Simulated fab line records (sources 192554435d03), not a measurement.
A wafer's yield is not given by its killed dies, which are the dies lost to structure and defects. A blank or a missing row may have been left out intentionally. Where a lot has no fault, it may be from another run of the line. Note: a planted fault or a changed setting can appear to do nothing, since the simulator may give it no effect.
Struck lot and sound lot, side by side | flow n5 finfet | 15 out of 1938 route steps
Sound: the wafers L494.1, L494.2, L494.3. Struck: wafer L502.5; the same lot's L502.3 was not struck, so it is left out; see the end for the cause.
Per side, at each step with rows, come the tool, then ch with its chambers, and then its first start. Under that, the readings that differ: sound wafers | struck wafers | difference of the means | sigmas: that difference in standard deviations of wafers without a fault.
alike: readings with means less than 2 such deviations apart, plus words and numbers identical on both sides. not compared: withheld readings, readings lacking a value on some wafer, bounds such as >300 that could conceal the same value, and numbers that have no deviation in the record and whose values overlap.
A row with sigmas, a row that says differs or no value, or rows on one side alone: a step with any of these is where the two part. Non-overlapping numbers with no deviation appear without sigmas and do not part them. Lack of a reading on every wafer of one side parts them only where that side has two or more wafers.

N5_BEOL_M3_DESCUM_33: chemistry O2, time 7 s.
  sound on rie diel-02 ch 1,2,3, day 8 02:11; struck on rie diel-06 ch 1, day 12 00:43
  alike: drypump motor current A, oes product au, rf fwd power W, rf vpp V, showerhead plenum p Torr, throttle valve pct
  not compared: rf hours counter h
then, 2 steps without rows for these wafers: N5_BEOL_M3_ETCH_77 (etches underlayer in N2/H2, target depth 6.5 nm, time 5.2 s); N5_BEOL_M3_ETCH_69 (etches SiARC in CF4, target depth 15.6 nm, time 26 s).
N5_BEOL_M3_ALD_98: deposits SiO2, target thk 2.5 nm, pulse time 1 s, co reactant pulse time 1 s.
  sound on ald sin-02 ch 0,2,3, day 8 02:19; struck on ald sin-03 ch 3, day 12 01:05
  alike: heater power w, precursor pulse height rel, susceptor temp C
N5_BEOL_M3_ETCHBACK_99: etches SiO2 in CHF3, target depth 5 nm, time 10.4 s.
  sound on rie diel-04 ch 0,1,3, day 9 17:01; struck on rie diel-04 ch 3, day 12 16:31
  reading            | sound             | struck | difference | sigmas
  rf fwd power W (W) | 212.2 211.5 213.4 | 210.2  | -2.2       | -2
  alike: drypump motor current A, oes_ar_750_au, oes product au, rf vpp V, showerhead plenum p Torr, throttle valve pct
  not compared: rf hours counter h
then, 6 steps without rows for these wafers: N5_BEOL_M3_ETCH_70 (etches SOC in N2/H2, target depth 80 nm, overetch 16 nm, time 120 s); N5_BEOL_M3_STRIP_71 (strips in N2/H2); N5_BEOL_M3_STRIP_78 (strips in N2/H2); N5_BEOL_M3_VIA_ETCH_34 (etches the open film in C4F6/O2, target depth 69.4 nm, time 65.9 s); N5_BEOL_M3_STRIP_83 (strips in C4F6/O2); N5_BEOL_M3_STRIP_36 (strips in N2/H2).
N5_BEOL_M3_TRENCH_ETCH_37: etches SiOC in C4F6/O2, target depth 55.555 nm, time 29.2 s.
  sound: rie diel-04 ch 0,1,3; struck: rie diel-04 ch 3
  alike: drypump motor current A, oes_ar_750_au, oes product au, rf fwd power W, rf vpp V, showerhead plenum p Torr, throttle valve pct
  not compared: rf hours counter h
N5_BEOL_M3_ETCH_41: etches SiCN in CH3F/O2, target depth 29.9 nm, time 52.5 s.
  sound on rie diel-04 ch 0,1,3, day 9 17:16; struck on rie diel-04 ch 3, day 12 16:47
  reading                  | sound             | struck | difference | sigmas
  oes product au (a.u.)    | 0.92 0.68 0.69    | 0.49   | -0.27      | -3
  model.etch.depth nm (nm) | 20.19 19.96 19.85 | 11.71  | -8.29      |
  alike: drypump motor current A, rf fwd power W, rf vpp V, showerhead plenum p Torr, throttle valve pct
  not compared: rf hours counter h
N5_BEOL_M3_STRIP_97: strips in N2/H2, time 10 s.
  sound: rie diel-04 ch 0,1,3; struck: rie diel-04 ch 3
  alike: drypump motor current A, oes product au, rf vpp V, showerhead plenum p Torr, throttle valve pct
  not compared: rf hours counter h
N5_BEOL_M4_RC_MEAS_101:
  sound on prober-02 ch 0, day 11 03:59; struck on prober-01 ch 0, day 13 09:50
  alike: DIBL_N, DIBL_P, IOFF_N, IOFF_P, ION_N, ION_P, SS_N, SS_P, VT_N, VT_P

WHERE THEY PART
At N5_BEOL_M3_ETCHBACK_99 first; at N5_BEOL_M3_ETCH_41 last (within this record only). Later steps at which nothing parts them and some readings are alike: N5_BEOL_M3_STRIP_97, N5_BEOL_M4_RC_MEAS_101.

WHY: what had been put in by the simulator
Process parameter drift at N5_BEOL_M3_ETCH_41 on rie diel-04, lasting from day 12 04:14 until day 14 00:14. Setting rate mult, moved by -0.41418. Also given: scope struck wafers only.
